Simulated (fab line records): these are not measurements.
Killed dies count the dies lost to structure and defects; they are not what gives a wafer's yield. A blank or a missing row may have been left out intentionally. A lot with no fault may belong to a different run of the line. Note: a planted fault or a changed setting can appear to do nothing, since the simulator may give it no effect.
Matching of chambers    flow n5 finfet    cmp-03 running N5_BEOL_M7_CMP_52: 4 sister chambers
The step polishes, stops on SiCOH lowk, t overpolish 6.9 s, target thk 80 nm. 4 wafers are shown with their chamber, then 9 later ones without.

## WAFERS WITH THEIR CHAMBER
wafer   chamber  motor current A (A)
L081.5  3        6.8
L083.1  2        5.8
L083.3  0        5.8
L083.6  1        6.9

## WAFERS MISSING THEIR CHAMBER
wafer   motor current A (A)
L087.3  5.8
L087.5  7.0
L087.6  5.9
L091.1  7.1
L091.2  5.6
L091.4  5.8
L093.1  5.7
L093.3  6.7
L093.6  5.9

## THE CHAMBER EACH PASSED THROUGH
wafer   from the rows above      in truth
L087.3  can't be placed: 0 or 2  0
L087.5  can't be placed: 1 or 3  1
L087.6  can't be placed: 0 or 2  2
L091.1  can't be placed: 1 or 3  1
L091.2  can't be placed: 0 or 2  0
L091.4  can't be placed: 0 or 2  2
L093.1  can't be placed: 0 or 2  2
L093.3  can't be placed: 3 or 1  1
L093.6  can't be placed: 0 or 2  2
Placed correctly: 0 of 9. Can't be placed from these rows: 9 (the true chamber is among the candidates in 9). Placed wrongly: 0.
How it was worked out, from the rows above alone: a wafer's distance from a chamber is the root of the sum, over the readings, of the square of ((its reading less the chamber's mean) divided by the reading's scatter). The wafer belongs to the nearest chamber; if the next one is less than 2 further off, it can't be placed. A chamber's mean is the mean of its shown wafers. The scatter (one wafer shown for each chamber): square how far every hidden wafer sits from the nearest shown wafer, average those squares and take the square root.
